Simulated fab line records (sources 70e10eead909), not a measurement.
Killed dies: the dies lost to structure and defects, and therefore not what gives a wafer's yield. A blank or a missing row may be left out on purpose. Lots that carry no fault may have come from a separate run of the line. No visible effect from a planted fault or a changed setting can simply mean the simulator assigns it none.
Matching of chambers	flow nand-harc	4 sister chambers for NHARC_A_BLC_STRIP_29 on rie-diel-06
The step strips in CF4. 14 wafers are shown with their chamber, then 7 later ones without.

## EACH WAFER AND ITS CHAMBER
wafer	chamber	drypump-motor-current-A (A)	rf-vpp-V (V)	throttle-valve-pct (%)
L946.1	2	5.7	58.2	13.287
L946.2	0	6.0	60.0	13.279
L946.6	0	5.9	60.1	13.284
L947.2	0	5.9	58.3	13.289
L947.3	1	4.9	58.4	13.288
L947.4	2	5.7	60.0	13.279
L949.2	1	5.0	58.3	13.274
L949.4	2	5.7	58.7	13.275
L949.6	1	4.9	58.2	13.285
L953.1	0	5.9	58.7	13.288
L953.3	3	5.8	60.4	13.267
L953.6	1	4.9	58.0	13.281
L954.1	2	5.7	59.3	13.270
L954.3	0	6.0	60.1	13.289

SIGNATURES (averages over the wafers above)
reading	chamber 0	chamber 1	chamber 2	chamber 3	scatter within a chamber
drypump-motor-current-A	5.940	4.925	5.700	5.800	0.0442
rf-vpp-V	59.440	58.225	59.050	60.400	0.702
throttle-valve-pct	13.28580	13.28200	13.27775	13.26700	0.00583
Rule: distance of a wafer from a chamber = root of the sum over the readings of ((wafer's reading minus chamber's mean) / reading's scatter) squared. The wafer belongs to the nearest chamber; if the next one is less than 2 further off, it can't be placed. The scatter is the square root of a quotient: the sum, over the shown wafers, of each reading's squared deviation from its chamber's mean, divided by wafers minus chambers.

## WAFERS WITH NO CHAMBER GIVEN
wafer	drypump-motor-current-A (A)	rf-vpp-V (V)	throttle-valve-pct (%)
L954.5	5.7	59.9	13.287
L963.2	5.8	60.6	13.279
L963.3	6.0	58.6	13.270
L963.6	5.8	60.0	13.300
L968.1	5.7	59.8	13.287
L968.3	5.8	59.3	13.275
L968.4	6.0	59.8	13.276

## EACH ONE'S CHAMBER
wafer	from the rows above	in truth
L954.5	2	2
L963.2	can't be placed: 3 or 2 or 0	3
L963.3	can't be placed: 0 or 3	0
L963.6	can't be placed: 0 or 2 or 3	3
L968.1	2	2
L968.3	can't be placed: 3 or 2 or 0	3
L968.4	0	0
Placed correctly: 3 of 7. Not placeable from these rows: 4 (in 4, the candidates include the true chamber). Wrongly placed: 0.
